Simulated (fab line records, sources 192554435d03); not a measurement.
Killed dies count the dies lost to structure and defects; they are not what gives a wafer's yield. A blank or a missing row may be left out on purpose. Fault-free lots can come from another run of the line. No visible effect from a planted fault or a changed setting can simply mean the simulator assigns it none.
Lot-split experiment | flow n5-finfet | 39 wafers read from 7 lots, route of 1938 steps

## THE SPLIT ITSELF
At N5_FIN_SAQP_ALD_61 (deposits SiO2, target thk 4 nm, pulse time 1 s, purge time 2 s), the setting temp-c was moved away from the recipe's 300 C on 12 of the 39 wafers read, by -3.8% to +2.5%. This setting was run at the recipe's value on the other wafers.

The split's own step is where the reading is taken.

## THE READING
SiO2_of_FIN_SAQP_ALD_61.thk-nm (the simulator's own value, which no gauge read), in nm, at N5_FIN_SAQP_ALD_61 (deposits SiO2, target thk 4 nm, pulse time 1 s, purge time 2 s). No usual value for it is given in the file. Average 3.998 nm, standard deviation 0.019 nm, over the 27 wafers here run with the recipe.

wafer  | tool, chamber at the split | temp-c as run, C | against the recipe | SiO2_of_FIN_SAQP_ALD_61.thk-nm, nm | against lot-mates on the recipe
L080.1 | ald-sin-01, 1              | 300              | recipe             | 3.999                              | -
L080.2 | ald-sin-01, 2              | 300              | recipe             | 4.025                              | -
L080.3 | ald-sin-01, 0              | 300              | recipe             | 4.013                              | -
L080.4 | ald-sin-01, 3              | 300              | recipe             | 4.011                              | -
L080.5 | ald-sin-01, 3              | 300              | recipe             | 4                                  | -
L080.6 | ald-sin-01, 2              | 300              | recipe             | 4.008                              | -
L081.1 | ald-sin-01, 2              | 288.6            | -3.8%              | 4.177                              | +0.185
L081.2 | ald-sin-01, 1              | 300              | recipe             | 4.012                              | -
L081.3 | ald-sin-01, 0              | 300              | recipe             | 3.977                              | -
L081.4 | ald-sin-01, 3              | 288.6            | -3.8%              | 4.207                              | +0.215
L081.5 | ald-sin-01, 1              | 288.6            | -3.8%              | 4.174                              | +0.182
L081.6 | ald-sin-01, 2              | 300              | recipe             | 3.987                              | -
L087.1 | ald-sin-03, 0              | 289.5            | -3.5%              | 4.181                              | +0.162
L087.2 | ald-sin-03, 3              | 300              | recipe             | 4.018                              | -
L087.3 | ald-sin-03, 1              | 300              | recipe             | 4.009                              | -
L087.4 | ald-sin-03, 2              | 289.5            | -3.5%              | 4.15                               | +0.131
L087.5 | ald-sin-03, 3              | 289.5            | -3.5%              | 4.139                              | +0.120
L087.6 | ald-sin-03, 2              | 300              | recipe             | 4.031                              | -
L088.1 | ald-sin-03, 0              | 300              | recipe             | 3.976                              | -
L088.2 | ald-sin-03, 3              | 300              | recipe             | 3.967                              | -
L088.3 | ald-sin-03, 1              | 300              | recipe             | 3.973                              | -
L088.4 | ald-sin-03, 2              | 300              | recipe             | 4.002                              | -
L088.5 | ald-sin-03, 3              | 300              | recipe             | 3.975                              | -
L088.6 | ald-sin-03, 0              | 300              | recipe             | 3.962                              | -
L090.1 | ald-sin-03, 1              | 300              | recipe             | 3.989                              | -
L090.2 | ald-sin-03, 0              | 300              | recipe             | 3.983                              | -
L090.3 | ald-sin-03, 3              | 307.6            | +2.5%              | 3.913                              | -0.076
L090.4 | ald-sin-03, 2              | 300              | recipe             | 3.996                              | -
L090.5 | ald-sin-03, 0              | 307.6            | +2.5%              | 3.961                              | -0.028
L090.6 | ald-sin-03, 3              | 307.6            | +2.5%              | 3.939                              | -0.050
L096.1 | ald-sin-01, 2              | 300              | recipe             | 3.976                              | -
L096.5 | ald-sin-01, 0              | 300              | recipe             | 4.006                              | -
L096.6 | ald-sin-01, 1              | 300              | recipe             | 4.04                               | -
L097.1 | ald-sin-03, 3              | 294.2            | -1.9%              | 4.086                              | +0.084
L097.2 | ald-sin-03, 1              | 300              | recipe             | 4.001                              | -
L097.3 | ald-sin-03, 2              | 294.2            | -1.9%              | 4.097                              | +0.095
L097.4 | ald-sin-03, 0              | 300              | recipe             | 3.998                              | -
L097.5 | ald-sin-03, 2              | 294.2            | -1.9%              | 4.071                              | +0.069
L097.6 | ald-sin-03, 3              | 300              | recipe             | 4.006                              | -

THE FIT
A straight line over all 39 wafers: SiO2_of_FIN_SAQP_ALD_61.thk-nm changes by -0.0419 nm for each +1% of temp-c; r = -0.95; the points scatter about the line by 0.024 nm.
The same after taking each lot's own level away (the mean of its wafers on the recipe; 39 wafers): -0.0396 nm for each +1%; r = -0.95; scatter 0.022 nm.
According to that fit, moving temp-c by its largest amount changes the reading by 0.15 nm.
The span of the lots' own levels, 3.9758 to 4.0193 nm, comes to 2.2 times the standard deviation stated above.
The two slopes are in agreement: the lot-to-lot level therefore moves the slope only a little.
Check: with one of the wafers moved furthest among these (-3.8%) left out of the fit, the line predicts +0.154 nm for it against its lot-mates. Against them it came out at +0.185 nm.

## THE FILE'S OWN FIT
SiO2_of_FIN_SAQP_ALD_61.thk-nm changes by -0.041 nm for each +1% of temp-c, r = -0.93.
